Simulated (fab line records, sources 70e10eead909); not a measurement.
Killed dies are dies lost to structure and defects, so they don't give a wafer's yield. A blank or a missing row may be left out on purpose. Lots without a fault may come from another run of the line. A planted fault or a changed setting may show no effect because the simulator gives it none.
Chamber matching | flow nand_harc | NHARC_P_GATE_ALD_36 on ald_sin-02: 4 sister chambers
The step deposits SiNx, target thk 20 nm, pulse time 60 s, ald cycles 223. 4 wafers are shown with their chamber, then 8 later ones without.

WAFERS WITH THEIR CHAMBER
wafer  | chamber | heater_power_w (W)
L080.2 | 0       | 703
L083.3 | 1       | 774
L087.3 | 3       | 916
L089.4 | 2       | 815

WAFERS WITHOUT THEIR CHAMBER
wafer  | heater_power_w (W)
L089.3 | 765
L089.5 | 802
L093.4 | 926
L093.3 | 681
L093.6 | 797
L095.4 | 779
L095.6 | 702
L095.5 | 784

WHICH CHAMBER EACH WENT THROUGH
wafer  | from the rows above     | in truth
L089.3 | 1                       | 1
L089.5 | can't be placed: 2 or 1 | 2
L093.4 | 3                       | 3
L093.3 | 0                       | 0
L093.6 | can't be placed: 2 or 1 | 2
L095.4 | 1                       | 1
L095.6 | 0                       | 0
L095.5 | can't be placed: 1 or 2 | 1
Placed correctly: 5 of 8. Can't be placed from these rows: 3 (the true chamber is among the candidates in 3). Placed wrongly: 0.
How it was worked out, from the rows above alone: a wafer's distance from a chamber is the root of the sum, over the readings, of the square of ((its reading less the chamber's mean) divided by the reading's scatter). The wafer belongs to the nearest chamber; if the next one is less than 2 further off, it can't be placed. A chamber's mean is the mean of its shown wafers. The scatter: with one shown wafer a chamber, the root of the mean of the squares of how far each hidden wafer lies from its nearest shown one.
